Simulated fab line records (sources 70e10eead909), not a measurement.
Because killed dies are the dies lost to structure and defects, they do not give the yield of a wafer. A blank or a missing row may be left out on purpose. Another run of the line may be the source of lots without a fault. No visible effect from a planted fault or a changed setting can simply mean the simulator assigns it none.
Matching of chambers + flow nand_harc + cmp-02 running NHARC_P_BONDPAD_CMP_19: 4 sister chambers
The step polishes, t overpolish 30 s, cu recess touch 16 s, target thk 160.81 nm. 18 wafers are shown with their chamber, then 9 later ones without.

WAFERS, EACH WITH ITS CHAMBER
| wafer  | chamber | motor_current_A (A) | retaining_ring_pressure_frac | overpolish_run_s (s) |
|--------|---------|---------------------|------------------------------|----------------------|
| L076.1 | 1       | 14.2                | 0.997                        | 30.003               |
| L076.3 | 3       | 10.9                | 0.998                        | 30.017               |
| L076.4 | 0       | 12.1                | 1.013                        | 29.997               |
| L077.1 | 2       | 11.8                | 1.001                        | 29.997               |
| L077.4 | 1       | 13.9                | 0.989                        | 30.010               |
| L077.5 | 0       | 11.4                | 1.000                        | 29.989               |
| L080.1 | 3       | 11.4                | 0.993                        | 30.019               |
| L080.2 | 2       | 12.3                | 1.006                        | 30.004               |
| L080.5 | 0       | 11.7                | 0.996                        | 30.002               |
| L084.1 | 3       | 11.2                | 0.998                        | 30.006               |
| L084.3 | 1       | 14.1                | 0.994                        | 30.011               |
| L084.5 | 3       | 11.8                | 1.005                        | 30.001               |
| L087.1 | 0       | 11.9                | 1.001                        | 30.010               |
| L087.3 | 1       | 14.0                | 0.997                        | 30.002               |
| L087.5 | 1       | 13.9                | 1.001                        | 30.009               |
| L089.3 | 0       | 12.2                | 1.005                        | 30.011               |
| L089.5 | 2       | 12.6                | 0.998                        | 29.998               |
| L089.6 | 3       | 11.3                | 1.001                        | 29.986               |

SIGNATURES (means of the wafers above)
| reading                      | chamber 0 | chamber 1 | chamber 2 | chamber 3 | scatter within a chamber |
|------------------------------|-----------|-----------|-----------|-----------|--------------------------|
| motor_current_A              | 11.860    | 14.020    | 12.233    | 11.320    | 0.297                    |
| retaining_ring_pressure_frac | 1.00300   | 0.99560   | 1.00167   | 0.99900   | 0.00504                  |
| overpolish_run_s             | 30.00180  | 30.00700  | 29.99967  | 30.00580  | 0.00907                  |
Rule: distance of a wafer from a chamber = root of the sum over the readings of ((wafer's reading minus chamber's mean) / reading's scatter) squared. The wafer belongs to the nearest chamber; if the next one is less than 2 further off, it can't be placed. The scatter is the square root of a quotient: the sum, over the shown wafers, of each reading's squared deviation from its chamber's mean, divided by wafers minus chambers.

WAFERS WITH NO CHAMBER GIVEN
| wafer  | motor_current_A (A) | retaining_ring_pressure_frac | overpolish_run_s (s) |
|--------|---------------------|------------------------------|----------------------|
| L094.1 | 12.2                | 1.005                        | 30.016               |
| L094.3 | 13.3                | 0.995                        | 29.990               |
| L094.4 | 10.9                | 1.000                        | 30.005               |
| L096.2 | 12.3                | 0.998                        | 29.997               |
| L096.3 | 12.0                | 1.001                        | 30.008               |
| L096.5 | 10.9                | 0.999                        | 29.991               |
| L097.2 | 11.4                | 1.001                        | 30.000               |
| L097.4 | 11.9                | 1.007                        | 30.000               |
| L097.5 | 12.5                | 0.997                        | 29.992               |

EACH ONE'S CHAMBER
| wafer  | from the rows above          | in truth |
|--------|------------------------------|----------|
| L094.1 | can't be placed: 2 or 0 or 3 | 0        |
| L094.3 | can't be placed: 1 or 2      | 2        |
| L094.4 | can't be placed: 3 or 0      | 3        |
| L096.2 | can't be placed: 2 or 0      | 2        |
| L096.3 | can't be placed: 0 or 2 or 3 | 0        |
| L096.5 | can't be placed: 3 or 0      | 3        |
| L097.2 | can't be placed: 3 or 0      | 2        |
| L097.4 | can't be placed: 0 or 2 or 3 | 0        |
| L097.5 | can't be placed: 2 or 0      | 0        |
Correct placement for 0 of the 9. Unplaceable from these rows: 9, with the true chamber sitting among the candidates in 8. Number placed wrongly: 0.
